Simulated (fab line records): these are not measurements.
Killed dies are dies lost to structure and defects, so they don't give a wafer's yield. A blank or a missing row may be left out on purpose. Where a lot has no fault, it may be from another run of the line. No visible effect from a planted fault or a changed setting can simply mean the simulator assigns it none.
Matching of chambers -- flow nandHarc -- rieDiel-05 running NHARC_A_STAIRCASE_TRIM_20: 4 sister chambers
The step chemistry O2, time 211.2 s. 8 wafers are shown with their chamber, then 11 later ones without.

== WAFERS PAIRED WITH THEIR CHAMBERS ==
wafer,chamber,drypumpMotorCurrentA (A),oesProductAu (a.u.)
L076.5,0,5.83,1.008
L081.4,2,6.13,0.997
L081.6,0,5.86,1.005
L084.2,2,6.11,0.993
L086.2,1,6.08,0.996
L086.4,3,6.42,0.988
L086.5,1,6.06,0.987
L087.1,3,6.41,0.999

== WAFERS WITHOUT THEIR CHAMBER ==
wafer,drypumpMotorCurrentA (A),oesProductAu (a.u.)
L087.3,5.86,1.005
L087.4,6.13,1.002
L090.1,5.84,1.002
L090.4,6.13,0.992
L090.6,5.84,0.998
L095.1,5.87,1.004
L095.3,6.40,0.995
L095.6,6.40,0.997
L096.1,6.08,1.002
L096.4,6.41,0.988
L096.6,6.12,0.994

== WHICH CHAMBER EACH WENT THROUGH ==
wafer,from the rows above,in truth
L087.3,0,0
L087.4,2,2
L090.1,0,0
L090.4,2,2
L090.6,0,0
L095.1,0,0
L095.3,3,3
L095.6,3,3
L096.1,can't be placed: 1 or 2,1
L096.4,3,3
L096.6,2,2
10 of 11 placed correctly. From these rows, 1 cannot be placed; in 1 the true chamber is one of the candidates. 0 placed wrongly.
How it was worked out, from the rows above alone: a wafer's distance from a chamber is the root of the sum, over the readings, of the square of ((its reading less the chamber's mean) divided by the reading's scatter). The wafer belongs to the nearest chamber; if the next one is less than 2 further off, it can't be placed. Each chamber's mean is taken over the wafers shown for it. How the scatter is found: for the shown wafers, subtract from each reading the mean of its chamber, square and add these, divide the total by (wafers less chambers), then take the root.
